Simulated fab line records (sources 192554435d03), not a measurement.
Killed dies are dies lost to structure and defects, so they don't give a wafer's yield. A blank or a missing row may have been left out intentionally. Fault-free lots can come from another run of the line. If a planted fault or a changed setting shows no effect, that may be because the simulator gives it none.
Chamber matching :: flow n5 finfet :: N5_BEOL_M3_ILD_DEP_00 on pecvd-01 has 3 sister chambers
The step deposits SiOC from DEMS/O2, target thk 79 nm, time 15.3 s. 3 wafers are shown with their chamber, then 7 later ones without.

## WAFERS PAIRED WITH THEIR CHAMBERS
wafer: L087.3
chamber: 1
throttle valve pct (%): 11.2

wafer: L089.1
chamber: 2
throttle valve pct (%): 10.3

wafer: L089.2
chamber: 0
throttle valve pct (%): 12.5

## WAFERS MISSING THEIR CHAMBER
wafer: L089.5
throttle valve pct (%): 11.4

wafer: L091.1
throttle valve pct (%): 11.1

wafer: L091.2
throttle valve pct (%): 12.6

wafer: L091.5
throttle valve pct (%): 10.3

wafer: L095.2
throttle valve pct (%): 11.4

wafer: L095.3
throttle valve pct (%): 10.1

wafer: L095.4
throttle valve pct (%): 11.5

## WHICH CHAMBER EACH ONE RAN IN
wafer: L089.5
from the rows above: 1
in truth: 1

wafer: L091.1
from the rows above: 1
in truth: 1

wafer: L091.2
from the rows above: 0
in truth: 0

wafer: L091.5
from the rows above: 2
in truth: 2

wafer: L095.2
from the rows above: 1
in truth: 1

wafer: L095.3
from the rows above: 2
in truth: 2

wafer: L095.4
from the rows above: 1
in truth: 1
7 of 7 placed correctly. Can't be placed from these rows: 0. Placed wrongly: 0.
How it was worked out, from the rows above alone: a wafer's distance from a chamber is the root of the sum, over the readings, of the square of ((its reading less the chamber's mean) divided by the reading's scatter). The wafer belongs to the nearest chamber; if the next one is less than 2 further off, it can't be placed. Each chamber's mean is taken over the wafers shown for it. The scatter: root of mean squared gap, hidden wafer to nearest shown wafer, with one shown wafer a chamber.
